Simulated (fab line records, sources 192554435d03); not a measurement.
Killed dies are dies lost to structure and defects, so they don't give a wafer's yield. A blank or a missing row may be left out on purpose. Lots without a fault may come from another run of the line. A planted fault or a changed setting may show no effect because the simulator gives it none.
Which tool did it? | flow n5_finfet | 10 lots, 27 wafers sampled, at 4 steps of a route of 1938

WHAT THE GAUGES READ, wafer by wafer
N5_BEOL_M4_RC_MEAS_101.
lot  | measured     | on        | SS_N (mV/dec)
L862 | day 8 19:58  | prober-02 | 72.3 71.4 70.9
L863 | day 8 22:40  | prober-01 | 72.0 72.5 70.9
L864 | day 9 00:59  | prober-01 | 72.2 71.5 71.9
L865 | day 9 08:40  | prober-01 | 71.7 71.8 71.1
L868 | day 10 00:47 | prober-02 | 71.8 71.9 71.8
L875 | day 11 21:11 | prober-01 | 73.5 72.0
L876 | day 12 01:57 | prober-02 | 72.5 72.7
L879 | day 13 04:58 | prober-01 | 72.1 71.8 73.5
L881 | day 13 06:49 | prober-01 | 72.2 71.2
L882 | day 13 09:58 | prober-02 | 71.2 72.2 71.9

WHICH TOOL RAN EACH LOT (tool, then ch and the chambers of the sampled wafers, then the start)
lot  | N5_BEOL_M0_SAQP_PECVD_96        | N5_BEOL_M0_SAQP_ETCH_83            | N5_BEOL_M0_SAQP_RECESS_114
L862 | pecvd-03 ch 1,2, day 6 03:13    | rie_diel-06 ch 1,3, day 6 03:53    | vapor_etch-02 ch 0, day 6 04:21
L863 | pecvd-02 ch 0,1,2, day 6 10:25  | rie_diel-04 ch 1,2, day 6 11:05    | vapor_etch-02 ch 0,1, day 6 11:35
L864 | pecvd-03 ch 0,2, day 6 19:07    | rie_diel-04 ch 0,3, day 6 19:48    | vapor_etch-02 ch 0,1, day 6 20:16
L865 | pecvd-01 ch 0,1,2, day 6 22:25  | rie_diel-04 ch 0,2,3, day 6 23:34  | vapor_etch-01 ch 0,1, day 7 00:05
L868 | pecvd-02 ch 0,1,2, day 7 19:19  | rie_diel-04 ch 1,2, day 7 19:58    | vapor_etch-01 ch 0,1, day 7 20:34
L875 | pecvd-03 ch 1,2, day 9 13:32    | rie_diel-04 ch 0,2, day 9 14:22    | vapor_etch-02 ch 0,1, day 9 14:58
L876 | pecvd-02 ch 0,2, day 9 19:46    | rie_diel-04 ch 1,2, day 9 20:32    | vapor_etch-02 ch 1, day 9 21:08
L879 | pecvd-03 ch 0,1, day 10 13:05   | rie_diel-04 ch 0,2,3, day 10 13:47 | vapor_etch-02 ch 0,1, day 10 14:16
L881 | pecvd-01 ch 1,2, day 10 19:46   | rie_diel-02 ch 0,2, day 10 20:37   | vapor_etch-02 ch 1, day 10 21:05
L882 | pecvd-03 ch 0,1,2, day 11 02:43 | rie_diel-06 ch 1,2, day 11 03:30   | vapor_etch-02 ch 0, day 11 03:58
- N5_BEOL_M0_SAQP_PECVD_96: deposits a-Si from SiH4/He, target thk 45 nm, time 45.2 s.
- N5_BEOL_M0_SAQP_ETCH_83: etches SiARC in CF4, target depth 39 nm, time 65 s.
- N5_BEOL_M0_SAQP_RECESS_114: chemistry HF/NH3, target SiO2, target depth 14.4 nm, afs cycles 3, sublimation time 60 s.

THE ANSWER, worked out from the rows above alone
Rule: what is usual is taken from the lots themselves. Put in order of their means at a reading, lots are off if they are a third of the lots or fewer, leave a main group of 4 or more, and stand apart from it by a gap of 3 or more times the standard deviation of the main group's means; of several such gaps the widest counts. A main group whose means are all the same, to the digits that the tables above print for the reading, isn't used. A lot without any number at a reading at which 4 lots or more have one is off too. The other lots that the step has rows for count as sound.
Off: L875, L876, L879, at N5_BEOL_M4_RC_MEAS_101 (SS_N). The main group: mean 71.7 mV/dec, standard deviation 0.13.
A tool fits if, at a process step before that reading, it ran every lot that is off, and no sound lot after the first of them. The gauges at N5_BEOL_M4_RC_MEAS_101 are tried like those tools. One fits: rie_diel-04 at N5_BEOL_M0_SAQP_ETCH_83. Its last sound lot is L868 (day 7 19:58), its first lot that is off L875 (day 9 14:22): a fault that began between those two fits.

WHAT THE SIMULATOR HAD PUT IN
Process parameter drift: rie_diel-04, from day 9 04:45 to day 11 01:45, at N5_BEOL_M0_SAQP_ETCH_83. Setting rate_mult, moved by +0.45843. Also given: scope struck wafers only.
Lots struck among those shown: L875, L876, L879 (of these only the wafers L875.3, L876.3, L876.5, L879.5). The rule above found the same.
